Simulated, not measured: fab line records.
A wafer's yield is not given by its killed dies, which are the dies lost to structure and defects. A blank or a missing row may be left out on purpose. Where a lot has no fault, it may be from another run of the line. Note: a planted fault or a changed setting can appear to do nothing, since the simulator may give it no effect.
Comparing a struck lot with a sound one :: flow n5-finfet :: 36 out of 1938 route steps
Sound: wafers L703.1, L703.4, L703.6. Struck: wafer L712.1 (left out: L712.3, a lot-mate that was not struck); the cause follows at the end.
For every step that has rows: the tool of each side, followed by ch and its chambers, followed by its first start. Under that, the readings that differ: sound wafers :: struck wafers :: difference of the means :: sigmas: that difference in standard deviations of wafers without a fault.
alike: same words and numbers on both sides, and readings whose means sit less than 2 such deviations apart. not compared: any withheld reading, any reading some wafer has no value for, any bound like >300 that may hide the same value, and any number with overlapping values for which the record gives no deviation.
Wherever a step has rows on one side only, a row that says differs or no value, or a row with sigmas, the two part there. Numbers that don't overlap but have no deviation are shown without sigmas and don't part them. A reading that every wafer of one side lacks parts them only if that side has two wafers or more.

first, 12 steps without rows for these wafers: N5_SD_EPI_P_STRIP_38 (strips in N2/H2); N5_SD_EPI_P_ETCHBACK_46 (etches SiNx in CH3F/O2, stops on SiO2, target depth 17.5 nm); N5_SD_EPI_P_ETCH_47 (etches SiOCN in CH3F/O2, target depth 25 nm); N5_SD_EPI_P_ETCH_16 (etches SiO2 in CHF3/O2, target depth 5 nm); N5_SD_EPI_P_STRIP_50 (strips in CHF3/O2); N5_SD_EPI_P_SD_RECESS_17 (chemistry HBr/Cl2/O2, target depth 39.1 nm, bt time 3 s); N5_SD_EPI_P_WET_ETCH_45 (etches SiO2 in dHF, time 10.7 s, target depth 2 nm, rinse time 30 s); N5_SD_EPI_P_STRIP_40 (strips in N2/H2); N5_SD_EPI_P_PRECLEAN_52 (cleans in O3/DIW, time 60 s); N5_SD_EPI_P_SRD_20 (time 30 s); N5_SD_EPI_P_PRECLEAN_51 (cleans in NF3:NH3, afs cycles 1, time 20 s, sublimation time 60 s); N5_SD_EPI_P_VAPOR_ETCH_44 (etches SiGe30 in NF3/Ar, time 3.3 s).
N5_SD_EPI_P_EPI_21: deposits SiGe:B, time 355 s.
  sound on epi-rpcvd-03 ch 0, day 3 12:31; struck on epi-rpcvd-03 ch 0, day 5 22:57
reading: chamber-pressure-Torr (Torr)
sound: 19.90 19.95 19.93
struck: 20.05
difference: +0.12
sigmas: +3

reading: epi-growth-time-s (s)
sound: 355 355 355
struck: 472.06
difference: +117.06
sigmas: 

reading: model.SiGe-B_of_SD_EPI_P_EPI_21.thk-nm (nm)
sound: 60.6 60.6 61.4
struck: 72.6
difference: +11.7
sigmas: 
N5_SD_EPI_P_EPI_MEAS_23:
  sound on film-metro-02, day 3 14:43; struck on film-metro-02, day 6 01:09
reading: thk-nm (nm)
sound: 61.4 60.6 62.9
struck: 70.8
difference: +9.2
sigmas: +7
then, 20 steps without rows for these wafers: N5_SD_EPI_P_HM_STRIP_48 (strips SiNx in H3PO4, material SiNx, target depth 3 nm); N5_SD_EPI_P_SRD_49 (time 30 s); N5_SD_EPI_P_PRECLEAN_24 (cleans in O3/DIW, time 45 s); N5_SD_EPI_P_PRECLEAN_32 (cleans in dHF, time 10 s); N5_SD_EPI_P_PRECLEAN_33 (cleans in SC2, time 45 s); N5_SD_EPI_P_SRD_25 (time 30 s); N5_SD_ACTIVATION_RTA_00 (time 0 s); N5_SD_ACTIVATION_LSA_01 (time 0.0008 s); N5_ILD0_LINER_00 (material SiNx, target thk 4 nm, pulse time 1 s, purge time 2 s); N5_ILD0_FCVD_FILL_01 (material SiO2 flowable, target thk 200 nm, time 328.3 s); N5_ILD0_CURE_02 (time 1800 s); N5_ILD0_CMP_03 (polishes, stops on SiNx, t overpolish 1.9 s, target thk 197.38 nm); N5_ILD0_CMP_07 (polishes SiO2 flowable, stops on poly-Si, t overpolish 1.18 s, target thk 138.88 nm); N5_ILD0_PRECLEAN_10 (cleans in NF3:NH3, afs cycles 5, time 20 s, sublimation time 60 s); N5_ILD0_ALD_15 (deposits SiNx, target thk 24 nm, pulse time 1 s, ald cycles 480); N5_ILD0_CMP_12 (polishes SiNx, stops on poly-Si, t overpolish 6 s, target thk 17.67 nm); N5_SDB_HM_DEP_00 (deposits SiNx from SiH4/NH3/N2, target thk 40 nm, time 35.3 s); N5_SDB_COAT_03 (time 60 s, resist thk 100 nm); N5_SDB_COAT_04 (time 60 s, resist thk 18 nm); N5_SDB_COAT_05 (resist thk 90 nm).
N5_MOL_CONTACT_COAG_ETCH_110: etches Si in CF4/O2, target depth 2.5 nm, time 8 s.
  sound on rie-diel-05 ch 0,2,3, day 4 20:49; struck on rie-diel-05 ch 3, day 7 11:54
reading: model.SiGe-B_of_SD_EPI_P_EPI_21.thk-nm (nm)
sound: 57.8 57.6 58.4
struck: 69.2
difference: +11.3
sigmas: 
  alike: drypump-motor-current-A, oes-product-au, rf-vpp-V, showerhead-plenum-p-Torr, throttle-valve-pct
  not compared: rf-hours-counter-h
-- here the record skips 9 days between the struck wafers' starts before and after, leaving off in module MOL_CONTACT_COAG and picking up in module PASSIVATION (first step shown: number 1936 of the route) --
N5_PASSIVATION_PROBE_49:
  only the struck wafers here have rows in the record (prober-02, day 16 07:55); the sound ones have none

== WHERE THEY PART ==
First at N5_SD_EPI_P_EPI_21; last, within this record, at N5_PASSIVATION_PROBE_49.

WHY: the cause the simulator had injected
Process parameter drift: epi-rpcvd-03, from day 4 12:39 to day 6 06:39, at N5_SD_EPI_P_EPI_21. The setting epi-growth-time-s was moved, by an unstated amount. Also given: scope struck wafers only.
